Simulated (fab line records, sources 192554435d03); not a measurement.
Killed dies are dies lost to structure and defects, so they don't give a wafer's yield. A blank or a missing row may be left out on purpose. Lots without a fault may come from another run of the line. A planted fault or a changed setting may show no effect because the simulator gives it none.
Chamber matching | flow n5_finfet | N5_BEOL_M1_PRE_CLEAN_60 on cvd_co-01: 3 sister chambers
The step time 15 s. 3 wafers are shown with their chamber, then 7 later ones without.

WAFERS WITH THEIR CHAMBER
wafer  | chamber | heater_power_w (W)
L145.2 | 0       | 61
L147.1 | 1       | 103
L147.4 | 2       | 78

WAFERS WITHOUT THEIR CHAMBER
wafer  | heater_power_w (W)
L147.6 | 105
L150.1 | 106
L150.2 | 77
L150.4 | 61
L155.1 | 105
L155.3 | 105
L155.5 | 78

WHICH CHAMBER EACH WENT THROUGH
wafer  | from the rows above | in truth
L147.6 | 1                   | 1
L150.1 | 1                   | 1
L150.2 | 2                   | 2
L150.4 | 0                   | 0
L155.1 | 1                   | 1
L155.3 | 1                   | 1
L155.5 | 2                   | 2
Placed correctly: 7 of 7. Can't be placed from these rows: 0. Placed wrongly: 0.
How it was worked out, from the rows above alone: a wafer's distance from a chamber is the root of the sum, over the readings, of the square of ((its reading less the chamber's mean) divided by the reading's scatter). The wafer belongs to the nearest chamber; if the next one is less than 2 further off, it can't be placed. A chamber's mean is the mean of its shown wafers. The scatter: with one shown wafer a chamber, the root of the mean of the squares of how far each hidden wafer lies from its nearest shown one.
